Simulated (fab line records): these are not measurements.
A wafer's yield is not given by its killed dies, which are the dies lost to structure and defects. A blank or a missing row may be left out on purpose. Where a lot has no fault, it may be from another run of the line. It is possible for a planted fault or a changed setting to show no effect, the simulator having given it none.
Matching of chambers || flow n5-finfet || N5_BEOL_M7_ILD_DEP_00 on pecvd-01: 3 sister chambers
The step deposits SiCOH lowk from DEMS/porogen, target thk 179.75 nm, time 33.4 s. 3 wafers are shown with their chamber, then 7 later ones without.

== EACH WAFER AND ITS CHAMBER ==
{"wafer": "L080.4", "chamber": 1, "throttle-valve-pct (%)": 15.2}
{"wafer": "L084.1", "chamber": 0, "throttle-valve-pct (%)": 13.8}
{"wafer": "L084.2", "chamber": 2, "throttle-valve-pct (%)": 12.6}

== WAFERS MISSING THEIR CHAMBER ==
{"wafer": "L084.3", "throttle-valve-pct (%)": 15.4}
{"wafer": "L087.1", "throttle-valve-pct (%)": 12.2}
{"wafer": "L087.2", "throttle-valve-pct (%)": 15.2}
{"wafer": "L087.5", "throttle-valve-pct (%)": 14.1}
{"wafer": "L088.3", "throttle-valve-pct (%)": 12.9}
{"wafer": "L088.4", "throttle-valve-pct (%)": 15.2}
{"wafer": "L088.6", "throttle-valve-pct (%)": 12.7}

== EACH ONE'S CHAMBER ==
{"wafer": "L084.3", "from the rows above": 1, "in truth": 1}
{"wafer": "L087.1", "from the rows above": 2, "in truth": 2}
{"wafer": "L087.2", "from the rows above": 1, "in truth": 1}
{"wafer": "L087.5", "from the rows above": 0, "in truth": 0}
{"wafer": "L088.3", "from the rows above": 2, "in truth": 2}
{"wafer": "L088.4", "from the rows above": 1, "in truth": 1}
{"wafer": "L088.6", "from the rows above": 2, "in truth": 2}
7 of 7 placed correctly. Not placeable from these rows: 0. Wrongly placed: 0.
How it was worked out, from the rows above alone: a wafer's distance from a chamber is the root of the sum, over the readings, of the square of ((its reading less the chamber's mean) divided by the reading's scatter). If the next closest chamber is less than 2 further off than the closest, the wafer can't be placed; otherwise it belongs to the closest. The mean given for a chamber averages the wafers shown for that chamber. The scatter: root of mean squared gap, hidden wafer to nearest shown wafer, with one shown wafer a chamber.
